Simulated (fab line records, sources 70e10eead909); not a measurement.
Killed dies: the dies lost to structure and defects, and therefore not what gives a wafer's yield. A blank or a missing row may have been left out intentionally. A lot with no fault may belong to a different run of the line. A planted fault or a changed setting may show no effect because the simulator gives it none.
Comparing a struck lot with a sound one | flow nand-harc | 13 out of 1159 route steps
Sound: wafers L800.1, L800.2, L800.3. Struck: wafer L804.2 (L804.3, L804.4, from the same lot, were not struck and are left out); the cause is given at the end.
At each step with rows: each side's tool, then ch and its chambers, then its first start. Under that, the readings that differ: sound wafers | struck wafers | difference of the means | sigmas: that difference in standard deviations of wafers without a fault.
alike: readings whose means differ by less than 2 such deviations, and words and numbers that are the same on both sides. not compared: withheld readings, readings that some wafer has no value for, bounds like >300 that may hide the same value, and numbers for which the record gives no deviation and whose values overlap.
A row with sigmas, a row that says differs or no value, or rows on one side alone: a step with any of these is where the two part. Non-overlapping numbers with no deviation appear without sigmas and do not part them. A reading missing from all wafers of one side parts the sides only when that side holds two or more wafers.

first, 2 steps without rows for these wafers: NHARC_A_STAIRCASE_TRIM_189 (chemistry O2, time 211.2 s); NHARC_A_STAIRCASE_ETCH_190 (etches the open film in C4F8/O2, target depth 100 nm, time 40.5 s).
NHARC_A_STAIRCASE_TRIM_191: chemistry O2, time 211.2 s.
  sound: rie-diel-03 ch 1,2,3; struck: rie-diel-09 ch 3
  reading                | sound                | struck | difference | sigmas
  rf-hours-counter-h (h) | 31 30 31             | 26     | -5         |
  throttle-valve-pct (%) | 17.026 17.036 17.041 | 17.009 | -0.025     | -3
  alike: drypump-motor-current-A, oes-product-au, rf-vpp-V, showerhead-plenum-p-Torr
then, 3 steps without rows for these wafers: NHARC_A_STAIRCASE_ETCH_192 (etches the open film in C4F8/O2, target depth 100 nm, time 40.5 s); NHARC_A_STAIRCASE_TRIM_193 (chemistry O2, time 211.2 s); NHARC_A_STAIRCASE_ETCH_194 (etches the open film in C4F8/O2, target depth 100 nm, time 40.5 s).
NHARC_A_STAIRCASE_TRIM_196: chemistry O2, time 211.2 s.
  sound on rie-diel-02 ch 0,2,3, day 13 19:35; struck on rie-diel-02 ch 3, day 14 11:09
  reading                | sound                | struck | difference | sigmas
  rf-hours-counter-h (h) | 50 52 52             | 56     | +5         |
  throttle-valve-pct (%) | 17.018 17.034 17.028 | 17.060 | +0.033     | +4
  alike: drypump-motor-current-A, oes-product-au, rf-vpp-V, showerhead-plenum-p-Torr
NHARC_A_STAIRCASE_ETCH_197: etches the open film in C4F8/O2, target depth 100 nm, time 40.5 s.
  sound: rie-diel-02 ch 0,2,3; struck: rie-diel-02 ch 3
  reading                | sound    | struck | difference | sigmas
  rf-hours-counter-h (h) | 51 52 52 | 56     | +4         |
  alike: oes-product-au, rf-fwd-power-W, rf-vpp-V
then, 1 step without rows for these wafers: NHARC_A_STAIRCASE_TRIM_198 (chemistry O2, time 211.2 s).
NHARC_A_STAIRCASE_ETCH_199: etches the open film in C4F8/O2, target depth 100 nm, time 40.5 s.
  sound: rie-diel-02 ch 1,2,3; struck: rie-diel-02 ch 1
  reading                | sound    | struck | difference | sigmas
  rf-hours-counter-h (h) | 52 51 56 | 62     | +9         |
  alike: oes-product-au, rf-fwd-power-W, rf-vpp-V
then, 1 step without rows for these wafers: NHARC_A_STAIRCASE_TRIM_200 (chemistry O2, time 211.2 s).
NHARC_A_STAIRCASE_ETCH_201: etches the open film in C4F8/O2, target depth 100 nm, time 40.5 s.
  sound on rie-diel-02 ch 0,2,3, day 13 20:14; struck on rie-diel-02 ch 0, day 14 11:59
  reading                | sound             | struck | difference | sigmas
  oes-product-au (a.u.)  | 0.924 0.941 0.933 | 1.087  | +0.154     | +13
  rf-hours-counter-h (h) | 52 52 51          | 57     | +5         |
  alike: rf-fwd-power-W, rf-vpp-V
NHARC_A_STAIRCASE_TRIM_202: chemistry O2, time 211.2 s.
  sound: rie-diel-02 ch 0,2,3; struck: rie-diel-02 ch 1
  reading                | sound    | struck | difference | sigmas
  rf-hours-counter-h (h) | 53 52 51 | 62     | +10        |
  alike: drypump-motor-current-A, oes-product-au, rf-vpp-V, showerhead-plenum-p-Torr, throttle-valve-pct

WHERE THEY PART
Last at NHARC_A_STAIRCASE_ETCH_201 as far as this record goes, first at NHARC_A_STAIRCASE_TRIM_191. Later steps at which nothing parts them and some readings are alike: NHARC_A_STAIRCASE_TRIM_202.

WHY: the cause the simulator had injected
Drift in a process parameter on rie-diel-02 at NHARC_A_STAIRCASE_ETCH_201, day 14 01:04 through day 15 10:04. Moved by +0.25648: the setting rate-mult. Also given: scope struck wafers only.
